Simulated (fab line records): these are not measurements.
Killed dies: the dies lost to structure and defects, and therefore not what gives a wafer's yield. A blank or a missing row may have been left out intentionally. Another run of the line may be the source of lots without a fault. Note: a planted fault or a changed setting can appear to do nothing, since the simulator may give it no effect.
Split-lot experiment :: flow n5 finfet :: route with 1938 steps; 7 lots, 21 wafers read

ON THE SPLIT
At N5_PMOS_HMC_CHANNEL_EPI_PEB_07 (peb time 60 s), the setting peb time s was moved away from the recipe's 60 s on 6 of the 21 wafers read, by -20.3% to +12.1%. All remaining wafers had this setting at the recipe value.

FROM SPLIT TO READING: 1 step shown by the file between the two
- N5_PMOS_HMC_CHANNEL_EPI_DEVELOP_08: develop time 30 s (also split here: develop time s)

THE READING
cd nm at N5_PMOS_HMC_CHANNEL_EPI_CD_MEAS_09, given in nm (cd target 237.4 nm). On this fab line, fault-free wafers typically give 237.5 nm with a standard deviation of 0.87 nm.

wafer: L074.2
tool, chamber at the split: litho track-01, 0
peb time s as run, s: 60
against the recipe: recipe
cd nm, nm: 237.7
against lot-mates on the recipe: -

wafer: L074.3
tool, chamber at the split: litho track-01, 0
peb time s as run, s: 60
against the recipe: recipe
cd nm, nm: 238.7
against lot-mates on the recipe: -

wafer: L074.6
tool, chamber at the split: litho track-01, 0
peb time s as run, s: 60
against the recipe: recipe
cd nm, nm: 237.5
against lot-mates on the recipe: -

wafer: L081.3
tool, chamber at the split: litho track-01, 0
peb time s as run, s: 60
against the recipe: recipe
cd nm, nm: 238.2
against lot-mates on the recipe: -

wafer: L081.4
tool, chamber at the split: litho track-01, 0
peb time s as run, s: 60
against the recipe: recipe
cd nm, nm: 237.9
against lot-mates on the recipe: -

wafer: L081.6
tool, chamber at the split: litho track-01, 0
peb time s as run, s: 60
against the recipe: recipe
cd nm, nm: 237.8
against lot-mates on the recipe: -

wafer: L084.1
tool, chamber at the split: litho track-01, 0
peb time s as run, s: 63.5
against the recipe: +5.8%
cd nm, nm: 238.7
against lot-mates on the recipe: +2.6

wafer: L084.3
tool, chamber at the split: litho track-01, 0
peb time s as run, s: 63.5
against the recipe: +5.8%
cd nm, nm: 237.6
against lot-mates on the recipe: +1.5

wafer: L084.4
tool, chamber at the split: litho track-01, 0
peb time s as run, s: 60
against the recipe: recipe
cd nm, nm: 236.1
against lot-mates on the recipe: -

wafer: L087.1
tool, chamber at the split: litho track-05, 0
peb time s as run, s: 60
against the recipe: recipe
cd nm, nm: 237.9
against lot-mates on the recipe: -

wafer: L087.2
tool, chamber at the split: litho track-05, 0
peb time s as run, s: 60
against the recipe: recipe
cd nm, nm: 237.4
against lot-mates on the recipe: -

wafer: L087.5
tool, chamber at the split: litho track-05, 0
peb time s as run, s: 60
against the recipe: recipe
cd nm, nm: 238.6
against lot-mates on the recipe: -

wafer: L090.2
tool, chamber at the split: litho track-01, 0
peb time s as run, s: 67.25
against the recipe: +12.1%
cd nm, nm: 242.1
against lot-mates on the recipe: +4.2

wafer: L090.5
tool, chamber at the split: litho track-01, 0
peb time s as run, s: 67.25
against the recipe: +12.1%
cd nm, nm: 241.9
against lot-mates on the recipe: +4.0

wafer: L090.6
tool, chamber at the split: litho track-01, 0
peb time s as run, s: 60
against the recipe: recipe
cd nm, nm: 237.9
against lot-mates on the recipe: -

wafer: L091.1
tool, chamber at the split: litho track-01, 0
peb time s as run, s: 60
against the recipe: recipe
cd nm, nm: 237.7
against lot-mates on the recipe: -

wafer: L091.3
tool, chamber at the split: litho track-01, 0
peb time s as run, s: 47.83
against the recipe: -20.3%
cd nm, nm: 227.6
against lot-mates on the recipe: -10.1

wafer: L091.6
tool, chamber at the split: litho track-01, 0
peb time s as run, s: 47.83
against the recipe: -20.3%
cd nm, nm: 227.3
against lot-mates on the recipe: -10.4

wafer: L093.2
tool, chamber at the split: litho track-05, 0
peb time s as run, s: 60
against the recipe: recipe
cd nm, nm: 237.0
against lot-mates on the recipe: -

wafer: L093.3
tool, chamber at the split: litho track-05, 0
peb time s as run, s: 60
against the recipe: recipe
cd nm, nm: 237.2
against lot-mates on the recipe: -

wafer: L093.4
tool, chamber at the split: litho track-05, 0
peb time s as run, s: 60
against the recipe: recipe
cd nm, nm: 237.7
against lot-mates on the recipe: -

FIT RESULTS
A straight line over all 21 wafers: cd nm changes by +0.442 nm for each +1% of peb time s; r = +0.97; the points scatter about the line by 0.94 nm.
The same after taking each lot's own level away (the mean of its wafers on the recipe; 21 wafers): +0.454 nm for each +1%; r = +0.98; scatter 0.63 nm.
That fit puts the effect of the largest move of peb time s on the reading at 9.2 nm.
Across the lots, their own levels run from 236.10 to 237.97 nm, a range of 2.1 times the standard deviation given above.
So the lot-to-lot level changes the slope little: the two slopes agree.
Check: for one of the wafers moved furthest among these (-20.3%), held out of the fit, the line's prediction against its lot-mates is -9.13 nm. Against them it came out at -10.1 nm.

OTHER SPLITS APPLIED TO THESE WAFERS
Before the reading, these wafers also passed through other splits. Each is held against what the fit with the lots' levels taken away leaves over:
other split on the same wafers: N5_PMOS_HMC_CHANNEL_EPI_DEVELOP_08 develop time s
wafers away from the commonest value: 4
r with cd nm (lot level and that fit taken away): +0.19

THE WHOLE CHAIN: every reading that the file lists as answering this split, in the file's order
step: N5_PMOS_HMC_CHANNEL_EPI_CD_MEAS_09
what it does: target cd 237.4 nm
reading: cd nm
change (the file's fit): +0.454 nm for each +1% of the setting
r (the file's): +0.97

step: N5_PMOS_HMC_CHANNEL_EPI_DESCUM_14
what it does: chemistry O2, time 7.9 s
reading: PMOS_HMC_CHANNEL_EPI.cd nm (the simulator's own value, which no gauge read)
change (the file's fit): +0.457 nm for each +1% of the setting
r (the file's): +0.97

step: N5_PMOS_HMC_CHANNEL_EPI_FIN_RECESS_16
what it does: chemistry HBr/Cl2, target Si, target depth 54 nm, time 18 s
reading: PMOS_HMC_CHANNEL_EPI.cd nm (the simulator's own value, which no gauge read)
change (the file's fit): +0.469 nm for each +1% of the setting
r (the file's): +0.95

THE FILE'S OWN FIT
cd nm changes by +0.454 nm for each +1% of peb time s, r = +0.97.
